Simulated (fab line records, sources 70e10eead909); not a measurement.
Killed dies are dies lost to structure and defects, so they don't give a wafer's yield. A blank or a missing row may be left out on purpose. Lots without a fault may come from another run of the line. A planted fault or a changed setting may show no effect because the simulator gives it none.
Problem report in the 8D (eight disciplines) form, filled by code | flow nand_harc | the parts of the form that need people (team, actions taken, sign-off) are left out

1. THE PROBLEM
plate_temp_C at NHARC_P_ZERO_WELL_PEB_09 reads a mean of 127.22 C on 9 wafers of 3 lots; wafers without a fault read 128.00 C with a standard deviation of 0.12. That is -6.5 standard deviations from the usual mean.
The step: peb time 80 s.
First seen on wafer L203.3, day 2 07:10, on litho_track-02. The record holds 39 wafers of 13 lots with a number at this step. Rule for "out", or "out of limits": more than 4 standard deviations from the usual mean. The other wafers with a number count as sound.

2. WHAT IT IS AND WHAT IT IS NOT
question                    | is                     | is not
which readings at this step | plate_temp_C           | -
which lots                  | L203, L205, L206       | L201, L202, L204, L213, L215, L216, L219, L220, L222, L223
which wafers of those lots  | all that have a number | -
read on which tools         | litho_track-02         | litho_track-05, litho_track-07
when                        | from day 2 07:10       | up to then (6 sound wafers); but 24 sound wafers of L204, L213, L215, L216, L219, L220, L222, L223 came after

3. SUSPECTS, AND WHAT RULES EACH OUT
Counting: a tool at a process step up to the reading stays a suspect if it ran every lot that is out and no sound lot after the first of them.
- litho_track-02 at NHARC_P_ZERO_WELL_PEB_09 (peb time 80 s): ruled out as a lasting fault. Sound lots L219, L223 ran on it after its first lot that is out, L203 (day 2 07:10).
Left after counting: nothing in the record.

4. THE CAUSE (what the simulator had put in)
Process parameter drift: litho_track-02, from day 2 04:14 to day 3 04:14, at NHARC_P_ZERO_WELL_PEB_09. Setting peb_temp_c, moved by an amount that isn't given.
Counting ruled it out, wrongly.

5. THE CHAIN OF EFFECTS, in route order
Each row: a reading whose mean over the struck wafers that have a number lies more than 3 standard deviations from the usual. Only readings for which the record gives a usual standard deviation are gone through. hours: the time from each lot's start at the first step in this table that gives one to its start at this step, as a median over the lots. sigmas: the change in usual standard deviations.
hours | step                     | reading      | usual    | on struck wafers | change | sigmas
0     | NHARC_P_ZERO_WELL_PEB_09 | plate_temp_C | 128.00 C | 127.22           | -0.78  | -6.5
The process steps in it:
- NHARC_P_ZERO_WELL_PEB_09: peb time 80 s.
Later measuring or inspecting steps at which every struck wafer that the step has a row for has a number for every such reading, and none has moved that far: NHARC_P_ZERO_WELL_CD_MEAS_52, NHARC_END_SORT_01.

6. WHAT WOULD HAVE CAUGHT IT SOONER
In this record the first reading out of limits was taken at day 2 07:10, 3 hours after the fault began at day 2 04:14.
